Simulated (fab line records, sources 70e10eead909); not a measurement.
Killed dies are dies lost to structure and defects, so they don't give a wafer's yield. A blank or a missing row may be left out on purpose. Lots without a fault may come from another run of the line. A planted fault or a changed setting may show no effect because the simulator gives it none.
Which tool did it? | flow nand_harc | 24 lots, 72 wafers sampled, at 3 steps of a route of 1159

WHAT THE GAUGES READ, wafer by wafer
NHARC_A_CONTACT_CD_MEAS_69: target cd 200 nm.
lot  | measured     | on        | cd_nm (nm)
L074 | day 16 18:32 | cd_sem-01 | 199.5 199.3 199.3
L075 | day 17 00:32 | cd_sem-02 | 198.4 199.4 198.7
L078 | day 17 02:10 | cd_sem-01 | 199.5 198.8 199.2
L076 | day 17 05:42 | cd_sem-03 | 200.1 199.3 199.5
L077 | day 17 08:55 | cd_sem-01 | 199.9 199.9 199.6
L080 | day 18 15:31 | cd_sem-02 | 199.3 198.3 198.8
L081 | day 18 16:15 | cd_sem-02 | 199.9 199.8 199.6
L082 | day 18 22:46 | cd_sem-02 | 200.1 199.2 199.7
L083 | day 18 23:35 | cd_sem-01 | 199.9 199.5 200.2
L079 | day 19 03:19 | cd_sem-01 | 199.5 200.0 199.2
L084 | day 19 05:27 | cd_sem-01 | 199.3 198.9 199.5
L087 | day 19 11:57 | cd_sem-02 | 199.3 198.5 199.5
L086 | day 19 13:17 | cd_sem-02 | 199.2 199.6 200.2
L085 | day 20 12:37 | cd_sem-02 | 199.7 200.2 200.1
L091 | day 20 17:13 | cd_sem-03 | 199.5 200.3 199.3
L088 | day 20 20:02 | cd_sem-03 | 199.3 198.8 199.5
L090 | day 21 02:14 | cd_sem-02 | 198.9 198.8 199.4
L089 | day 21 03:31 | cd_sem-02 | 199.2 199.4 199.2
L092 | day 21 13:53 | cd_sem-02 | 199.9 199.7 199.3
L093 | day 21 18:41 | cd_sem-01 | 198.9 198.7 198.7
L094 | day 22 07:44 | cd_sem-03 | 199.2 199.8 199.3
L095 | day 22 08:41 | cd_sem-01 | 199.2 199.5 199.6
L096 | day 22 12:35 | cd_sem-03 | 199.0 199.6 199.5
L097 | day 22 12:50 | cd_sem-02 | 199.5 199.3 198.9

WHICH TOOL RAN EACH LOT (tool, then ch and the chambers of the sampled wafers, then the start)
lot  | NHARC_A_CONTACT_ETCH_112             | NHARC_A_CONTACT_ETCH_96
L074 | har_cap_etch-02 ch 0,1, day 16 09:36 | rie_diel-09 ch 1,3, day 16 18:32 or earlier
L075 | har_cap_etch-02 ch 0,1, day 16 17:26 | rie_diel-11 ch 2,3, day 17 00:32 or earlier
L078 | har_cap_etch-01 ch 0,1, day 16 20:40 | rie_diel-09 ch 0,1, day 17 02:10 or earlier
L076 | har_cap_etch-03 ch 0,1, day 17 00:08 | rie_diel-11 ch 0,1,2, day 17 01:53
L077 | har_cap_etch-01 ch 0,1, day 17 02:02 | rie_diel-11 ch 1,2, day 17 03:47
L080 | har_cap_etch-01 ch 0,1, day 18 09:20 | rie_diel-11 ch 0,1,3, day 18 15:31 or earlier
L081 | har_cap_etch-02 ch 0,1, day 18 09:49 | rie_diel-10 ch 1,2,3, day 18 16:15 or earlier
L082 | har_cap_etch-03 ch 0,1, day 18 15:07 | rie_diel-10 ch 0,1,2, day 18 22:46 or earlier
L083 | har_cap_etch-01 ch 0, day 18 16:52   | rie_diel-11 ch 2,3, day 18 23:35 or earlier
L079 | har_cap_etch-01 ch 0,1, day 18 19:50 | rie_diel-11 ch 1,2, day 19 03:19 or earlier
L084 | har_cap_etch-02 ch 0,1, day 18 21:52 | rie_diel-10 ch 0,1,2, day 19 05:27 or earlier
L087 | har_cap_etch-02 ch 0,1, day 19 06:05 | rie_diel-11 ch 1,3, day 19 11:57 or earlier
L086 | har_cap_etch-01 ch 0,1, day 19 07:50 | rie_diel-11 ch 0,1,3, day 19 13:17 or earlier
L085 | har_cap_etch-01 ch 0,1, day 20 06:07 | rie_diel-11 ch 0,1,3, day 20 12:37 or earlier
L091 | har_cap_etch-03 ch 0,1, day 20 10:47 | rie_diel-09 ch 0,1,2, day 20 17:13 or earlier
L088 | har_cap_etch-02 ch 0,1, day 20 13:05 | rie_diel-11 ch 1,2,3, day 20 20:02 or earlier
L090 | har_cap_etch-03 ch 0,1, day 20 18:45 | rie_diel-09 ch 0,2,3, day 21 02:14 or earlier
L089 | har_cap_etch-01 ch 0,1, day 20 19:11 | rie_diel-10 ch 2,3, day 21 03:31 or earlier
L092 | har_cap_etch-01 ch 0,1, day 21 06:10 | rie_diel-11 ch 1,2,3, day 21 13:53 or earlier
L093 | har_cap_etch-02 ch 0,1, day 21 12:26 | rie_diel-11 ch 1,2,3, day 21 18:41 or earlier
L094 | har_cap_etch-03 ch 0,1, day 22 01:06 | rie_diel-11 ch 1,2,3, day 22 07:44 or earlier
L095 | har_cap_etch-02 ch 0,1, day 22 01:18 | rie_diel-09 ch 0,1,3, day 22 08:41 or earlier
L096 | har_cap_etch-03 ch 0,1, day 22 06:47 | rie_diel-11 ch 0,1,3, day 22 12:35 or earlier
L097 | har_cap_etch-02 ch 0,1, day 22 07:04 | rie_diel-11 ch 0,1,2, day 22 12:50 or earlier
- NHARC_A_CONTACT_ETCH_112: etches the open film in C4F8/O2/Ar, time 94 s, target depth 922 nm.
- NHARC_A_CONTACT_ETCH_96: etches the open film in C4F6/O2, target depth 20 nm, time 10 s.

WHAT THE TOOLS THEMSELVES READ (means of the sampled wafers that have a number; where no wafer has one, the mark that the record gives instead)
NHARC_A_CONTACT_ETCH_96.
lot  | tool        | drypump_motor_current_A (A) | oes_product_au (a.u.) | rf_vpp_V (V) | showerhead_plenum_p_Torr (Torr) | throttle_valve_pct (%)
L074 | rie_diel-09 | 5.2                         | 0.945                 | 546          | 3.88                            | 26.911
L075 | rie_diel-11 | 5.4                         | 0.945                 | 542          | 3.67                            | 26.901
L078 | rie_diel-09 | 5.3                         | 0.945                 | 549          | 4.05                            | 26.908
L076 | rie_diel-11 | 5.6                         | 0.962                 | 544          | 3.79                            | 26.912
L077 | rie_diel-11 | 5.8                         | 0.987                 | 543          | 3.67                            | 26.903
L080 | rie_diel-11 | 5.3                         | 1.000                 | 544          | 3.78                            | 26.904
L081 | rie_diel-10 | 5.5                         | 1.005                 | 546          | 3.89                            | 26.899
L082 | rie_diel-10 | 5.5                         | 1.002                 | 546          | 3.88                            | 26.902
L083 | rie_diel-11 | 5.4                         | 0.979                 | 542          | 3.67                            | 26.898
L079 | rie_diel-11 | 5.8                         | 1.000                 | 542          | 3.67                            | 26.898
L084 | rie_diel-10 | 5.5                         | 1.012                 | 545          | 3.88                            | 26.900
L087 | rie_diel-11 | 5.5                         | 0.998                 | 542          | 3.65                            | 26.904
L086 | rie_diel-11 | 5.3                         | 0.956                 | 544          | 3.78                            | 26.897
L085 | rie_diel-11 | 5.4                         | 0.951                 | 544          | 3.78                            | 26.908
L091 | rie_diel-09 | 5.6                         | 1.004                 | 547          | 3.97                            | 26.900
L088 | rie_diel-11 | 5.6                         | 0.949                 | 541          | 3.66                            | 26.900
L090 | rie_diel-09 | 5.7                         | 0.996                 | 550          | 4.04                            | 26.902
L089 | rie_diel-10 | 5.6                         | 0.964                 | 543          | 3.75                            | 26.897
L092 | rie_diel-11 | 5.6                         | 0.963                 | 541          | 3.65                            | 26.902
L093 | rie_diel-11 | 5.6                         | 0.993                 | 541          | 3.65                            | 26.909
L094 | rie_diel-11 | 5.6                         | 0.950                 | 541          | 3.65                            | 26.908
L095 | rie_diel-09 | 5.3                         | 0.957                 | 547          | 3.94                            | 26.905
L096 | rie_diel-11 | 5.4                         | 0.960                 | 544          | 3.77                            | 26.900
L097 | rie_diel-11 | 5.6                         | 1.003                 | 544          | 3.78                            | 26.897

THE ANSWER, worked out from the rows above alone
Rule: what is usual is taken from the lots themselves. Put in order of their means at a reading, lots are off if they are a third of the lots or fewer, leave a main group of 4 or more, and stand apart from it by a gap of 3 or more times the standard deviation of the main group's means; of several such gaps the widest counts. A main group whose means are all the same, to the digits that the tables above print for the reading, isn't used. A lot without any number at a reading at which 4 lots or more have one is off too. The other lots that the step has rows for count as sound. The gauges are gone through in route order, then the tools' own readings, and for those a lot's mean is taken as printed above. The first step at which some lot is off is used, and at that step the reading that is off furthest; a lot without a number counts as furthest.
No lot is off at any reading shown: from this, nothing can be told.

WHAT THE SIMULATOR HAD PUT IN
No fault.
